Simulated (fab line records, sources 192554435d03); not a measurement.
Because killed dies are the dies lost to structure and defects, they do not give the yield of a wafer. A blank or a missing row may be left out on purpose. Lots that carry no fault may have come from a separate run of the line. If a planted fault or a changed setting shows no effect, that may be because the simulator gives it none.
Chamber matching || flow n5Finfet || rieDiel-01 running N5_BEOL_M3_DESCUM_33: 4 sister chambers
The step chemistry O2, time 7 s. 18 wafers are shown with their chamber, then 9 later ones without.

## WAFERS, EACH WITH ITS CHAMBER
{"wafer": "L078.1", "chamber": 0, "drypumpMotorCurrentA (A)": 5.0, "throttleValvePct (%)": 20.72, "showerheadPlenumPTorr (Torr)": 2.18}
{"wafer": "L078.3", "chamber": 1, "drypumpMotorCurrentA (A)": 5.2, "throttleValvePct (%)": 20.29, "showerheadPlenumPTorr (Torr)": 2.14}
{"wafer": "L078.5", "chamber": 3, "drypumpMotorCurrentA (A)": 4.7, "throttleValvePct (%)": 20.87, "showerheadPlenumPTorr (Torr)": 2.09}
{"wafer": "L082.2", "chamber": 2, "drypumpMotorCurrentA (A)": 5.5, "throttleValvePct (%)": 20.72, "showerheadPlenumPTorr (Torr)": 2.10}
{"wafer": "L082.3", "chamber": 3, "drypumpMotorCurrentA (A)": 4.7, "throttleValvePct (%)": 20.87, "showerheadPlenumPTorr (Torr)": 2.08}
{"wafer": "L082.4", "chamber": 1, "drypumpMotorCurrentA (A)": 5.2, "throttleValvePct (%)": 20.30, "showerheadPlenumPTorr (Torr)": 2.14}
{"wafer": "L081.2", "chamber": 2, "drypumpMotorCurrentA (A)": 5.6, "throttleValvePct (%)": 20.73, "showerheadPlenumPTorr (Torr)": 2.10}
{"wafer": "L081.3", "chamber": 3, "drypumpMotorCurrentA (A)": 4.7, "throttleValvePct (%)": 20.89, "showerheadPlenumPTorr (Torr)": 2.08}
{"wafer": "L081.5", "chamber": 3, "drypumpMotorCurrentA (A)": 4.7, "throttleValvePct (%)": 20.89, "showerheadPlenumPTorr (Torr)": 2.08}
{"wafer": "L083.1", "chamber": 2, "drypumpMotorCurrentA (A)": 5.5, "throttleValvePct (%)": 20.73, "showerheadPlenumPTorr (Torr)": 2.10}
{"wafer": "L083.2", "chamber": 1, "drypumpMotorCurrentA (A)": 5.2, "throttleValvePct (%)": 20.30, "showerheadPlenumPTorr (Torr)": 2.14}
{"wafer": "L083.4", "chamber": 3, "drypumpMotorCurrentA (A)": 4.7, "throttleValvePct (%)": 20.88, "showerheadPlenumPTorr (Torr)": 2.08}
{"wafer": "L094.3", "chamber": 0, "drypumpMotorCurrentA (A)": 5.0, "throttleValvePct (%)": 20.78, "showerheadPlenumPTorr (Torr)": 2.17}
{"wafer": "L094.4", "chamber": 3, "drypumpMotorCurrentA (A)": 4.7, "throttleValvePct (%)": 20.94, "showerheadPlenumPTorr (Torr)": 2.07}
{"wafer": "L094.5", "chamber": 0, "drypumpMotorCurrentA (A)": 5.0, "throttleValvePct (%)": 20.79, "showerheadPlenumPTorr (Torr)": 2.17}
{"wafer": "L092.2", "chamber": 0, "drypumpMotorCurrentA (A)": 5.0, "throttleValvePct (%)": 20.79, "showerheadPlenumPTorr (Torr)": 2.17}
{"wafer": "L092.4", "chamber": 0, "drypumpMotorCurrentA (A)": 5.0, "throttleValvePct (%)": 20.77, "showerheadPlenumPTorr (Torr)": 2.17}
{"wafer": "L092.6", "chamber": 2, "drypumpMotorCurrentA (A)": 5.5, "throttleValvePct (%)": 20.76, "showerheadPlenumPTorr (Torr)": 2.09}

SIGNATURES (means of the wafers above)
{"reading": "drypumpMotorCurrentA", "chamber 0": 5.000, "chamber 1": 5.200, "chamber 2": 5.525, "chamber 3": 4.700, "scatter within a chamber": 0.0231}
{"reading": "throttleValvePct", "chamber 0": 20.7700, "chamber 1": 20.2967, "chamber 2": 20.7350, "chamber 3": 20.8900, "scatter within a chamber": 0.0236}
{"reading": "showerheadPlenumPTorr", "chamber 0": 2.1720, "chamber 1": 2.1400, "chamber 2": 2.0975, "chamber 3": 2.0800, "scatter within a chamber": 0.00504}
Rule: for a wafer and a chamber, the distance is found by dividing, reading by reading, the gap between the wafer's reading and the chamber's mean by the reading's scatter, squaring, summing and taking the root. The wafer belongs to the nearest chamber; if the next one is less than 2 further off, it can't be placed. The scatter is the square root of a quotient: the sum, over the shown wafers, of each reading's squared deviation from its chamber's mean, divided by wafers minus chambers.

## WAFERS WITH NO CHAMBER GIVEN
{"wafer": "L091.1", "drypumpMotorCurrentA (A)": 5.2, "throttleValvePct (%)": 20.07, "showerheadPlenumPTorr (Torr)": 2.13}
{"wafer": "L091.2", "drypumpMotorCurrentA (A)": 5.0, "throttleValvePct (%)": 20.80, "showerheadPlenumPTorr (Torr)": 2.17}
{"wafer": "L091.3", "drypumpMotorCurrentA (A)": 5.6, "throttleValvePct (%)": 20.77, "showerheadPlenumPTorr (Torr)": 2.09}
{"wafer": "L096.1", "drypumpMotorCurrentA (A)": 5.0, "throttleValvePct (%)": 20.79, "showerheadPlenumPTorr (Torr)": 2.17}
{"wafer": "L096.4", "drypumpMotorCurrentA (A)": 5.2, "throttleValvePct (%)": 20.05, "showerheadPlenumPTorr (Torr)": 2.13}
{"wafer": "L096.5", "drypumpMotorCurrentA (A)": 4.7, "throttleValvePct (%)": 20.50, "showerheadPlenumPTorr (Torr)": 2.07}
{"wafer": "L097.1", "drypumpMotorCurrentA (A)": 5.6, "throttleValvePct (%)": 20.78, "showerheadPlenumPTorr (Torr)": 2.08}
{"wafer": "L097.3", "drypumpMotorCurrentA (A)": 5.0, "throttleValvePct (%)": 20.78, "showerheadPlenumPTorr (Torr)": 2.17}
{"wafer": "L097.6", "drypumpMotorCurrentA (A)": 5.5, "throttleValvePct (%)": 20.77, "showerheadPlenumPTorr (Torr)": 2.08}

## THE CHAMBER EACH PASSED THROUGH
{"wafer": "L091.1", "from the rows above": 1, "in truth": 1}
{"wafer": "L091.2", "from the rows above": 0, "in truth": 0}
{"wafer": "L091.3", "from the rows above": 2, "in truth": 2}
{"wafer": "L096.1", "from the rows above": 0, "in truth": 0}
{"wafer": "L096.4", "from the rows above": 1, "in truth": 1}
{"wafer": "L096.5", "from the rows above": 3, "in truth": 3}
{"wafer": "L097.1", "from the rows above": 2, "in truth": 2}
{"wafer": "L097.3", "from the rows above": 0, "in truth": 0}
{"wafer": "L097.6", "from the rows above": 2, "in truth": 2}
Correctly placed: 9 of 9. Not placeable from these rows: 0. Number placed wrongly: 0.
